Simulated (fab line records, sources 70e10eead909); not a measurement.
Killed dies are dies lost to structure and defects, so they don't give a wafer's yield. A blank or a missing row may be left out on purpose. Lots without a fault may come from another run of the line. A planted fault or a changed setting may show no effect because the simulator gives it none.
Problem report in the 8D (eight disciplines) form, filled by code | flow nand_harc | the parts of the form that need people (team, actions taken, sign-off) are left out

1. THE PROBLEM
run_length_s at NHARC_A_SGD_CUT_ETCH_59 reads a mean of 350.4 s on 6 wafers of 2 lots; wafers without a fault read 427.6 s with a standard deviation of 0.53. That is -99 or more standard deviations from the usual mean.
The step: etches the open film in N2/H2, target depth 260 nm, time 406.25 s.
First seen on wafer L918.4, day 22 06:26, on rie_diel-11. The record holds 36 wafers of 12 lots with a number at this step. Rule for "out", or "out of limits": more than 4 standard deviations from the usual mean. The other wafers with a number count as sound.

2. WHAT IT IS AND WHAT IT IS NOT
question                    | is                     | is not
which readings at this step | run_length_s           | drypump_motor_current_A, oes_product_au, rf_vpp_V, showerhead_plenum_p_Torr
which lots                  | L918, L920             | L910, L911, L912, L913, L916, L925, L928, L929, L930, L931
which wafers of those lots  | all that have a number | -
read on which tools         | rie_diel-11            | rie_diel-05, rie_diel-10
when                        | from day 22 06:26      | up to then (15 sound wafers); but 15 sound wafers of L925, L928, L929, L930, L931 came after

3. SUSPECTS, AND WHAT RULES EACH OUT
Counting: a tool at a process step up to the reading stays a suspect if it ran every lot that is out and no sound lot after the first of them.
- rie_diel-11 at NHARC_A_SGD_CUT_ETCH_59 (etches the open film in N2/H2, target depth 260 nm, time 406.25 s): kept. It ran every lot that is out, first L918 (day 22 06:26), and no sound lot after that; its last sound lot up to then is L916 (day 21 12:14). Its own readings are out on those wafers: run_length_s.
Left after counting: rie_diel-11 at NHARC_A_SGD_CUT_ETCH_59.

4. THE CAUSE (what the simulator had put in)
Process parameter drift: rie_diel-11, from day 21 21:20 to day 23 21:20, at NHARC_A_SGD_CUT_ETCH_59. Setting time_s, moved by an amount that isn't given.
Counting left only this tool.

5. THE CHAIN OF EFFECTS, in route order
Each row: a reading whose mean over the struck wafers that have a number lies more than 3 standard deviations from the usual. Only readings for which the record gives a usual standard deviation are gone through. hours: the time from each lot's start at the first step in this table that gives one to its start at this step, as a median over the lots. sigmas: the change in usual standard deviations.
hours | step                    | reading      | usual   | on struck wafers | change | sigmas
0     | NHARC_A_SGD_CUT_ETCH_59 | run_length_s | 427.6 s | 350.4            | -77.2  | -99 or more
The process steps in it:
- NHARC_A_SGD_CUT_ETCH_59: etches the open film in N2/H2, target depth 260 nm, time 406.25 s.
Later measuring or inspecting steps at which every struck wafer that the step has a row for has a number for every such reading, and none has moved that far: NHARC_END_SORT_01.

6. WHAT WOULD HAVE CAUGHT IT SOONER
In this record the first reading out of limits was taken at day 22 06:26, 9 hours after the fault began at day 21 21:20.
